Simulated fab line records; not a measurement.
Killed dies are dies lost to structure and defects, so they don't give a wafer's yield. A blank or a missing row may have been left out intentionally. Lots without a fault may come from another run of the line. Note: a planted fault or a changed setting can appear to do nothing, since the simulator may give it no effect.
A single fault, viewed from 2 desks -- flow n5-finfet -- each desk holds nothing but its own numbers, with what lay behind them at the end

THE TOOL OWNER'S DESK: rie-si-02
The tool's own readings at N5_FIN_SAQP_MANDREL_ETCH_22 (etches a-Si in HBr/Cl2, stops on SiNx, target depth 60 nm, bt time 10 s, time 30 s): means of the sampled wafers that have a number, for each lot that ran on this tool. The brackets show how far a lot's mean lies from the usual mean; more than 4 standard deviations puts the lot out of limits, marked OUT.
Columns: A = drypump-motor-current-A at N5_FIN_SAQP_MANDREL_ETCH_22, usual 5.9 A; B = he-backside-leak-sccm at N5_FIN_SAQP_MANDREL_ETCH_22, usual 2.7 sccm; C = oes-product-au at N5_FIN_SAQP_MANDREL_ETCH_22, usual 0.765 a.u.; D = throttle-valve-pct at N5_FIN_SAQP_MANDREL_ETCH_22, usual 35.31 %
lot,first seen here,A,B,C,D
L799,day 3 10:25,5.8,2.6,0.757,35.23
L801,day 3 22:05,5.6,2.5,0.752,35.28
L802,day 4 04:39,5.7,2.6,0.661 (-7.4) OUT,35.62
L803,day 4 10:46,5.8,2.6,0.648 (-8.3) OUT,35.45
L804,day 4 16:55,5.9,2.6,0.645 (-8.6) OUT,35.61
Finding of this desk: L802, L803, L804 out of limits; the first was L802 at day 4 04:39, on oes-product-au at N5_FIN_SAQP_MANDREL_ETCH_22. Within limits: L799, L801.

METROLOGY DESK
Means of the sampled wafers that have a number, per lot and without regard to the tool the lot ran on: this is what the gauges read. The brackets show how far a lot's mean lies from the usual mean; more than 4 standard deviations puts the lot out of limits, marked OUT. 7 of its 11 readings are shown, namely those furthest out on some lot.
Columns: A = thk-nm at N5_FIN_SAQP_THK_MEAS_05, usual 38.2 nm; B = DIBL_N at N5_BEOL_M4_RC_MEAS_101, usual 36.3 mV/V; C = DIBL_P at N5_BEOL_M4_RC_MEAS_101, usual 36.5 mV/V; D = ION_N at N5_BEOL_M4_RC_MEAS_101, usual 675 uA/um; E = ION_P at N5_BEOL_M4_RC_MEAS_101, usual 462 uA/um; F = SS_N at N5_BEOL_M4_RC_MEAS_101, usual 71.6 mV/dec; G = VT_N at N5_BEOL_M4_RC_MEAS_101, usual 249 mV
lot,first seen here,A,B,C,D,E,F,G
L799,day 3 09:02,38.2,37.0,37.6,681,463,72.1,249
L801,day 3 21:00,37.9,34.9,35.5,658,454,71.5,253
L802,day 4 03:35,38.6,35.8,36.9,659,453,70.6,252
L803,day 4 09:42,37.3,34.6,35.0,681,471,70.9,251
L804,day 4 15:50,38.7,35.2,35.0,669,454,71.2,250
L812,day 6 15:35,38.4,37.0,36.3,669,465,71.6,252
L813,day 6 21:28,37.8,34.3,33.9,677,462,71.5,249
L815,day 7 09:52,38.4,37.0,36.1,671,454,71.6,250
L816,day 7 15:10,38.3,35.4,36.6,675,457,71.7,249
Result from this desk: across the 9 lots, nothing is out of limits.

TAKEN TOGETHER
The tool owner's desk had the chance to raise an alarm at day 4 04:39 on L802, L803, L804.
Metrology desk: nothing out of limits seen.
The metrology desk holds a record of L802, L803, L804, inside its limits.
All the named lots went through N5_FIN_SAQP_MANDREL_ETCH_22 on rie-si-02.

WHAT WAS PUT IN BY THE SIMULATOR
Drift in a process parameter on rie-si-02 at N5_FIN_SAQP_MANDREL_ETCH_22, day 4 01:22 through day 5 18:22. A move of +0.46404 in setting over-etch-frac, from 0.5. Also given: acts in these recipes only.
Shown lots that were struck: L802, L803, L804.
How many hours passed from the start of the fault until each desk's first out-of-limits reading: the tool owner's desk, 3.
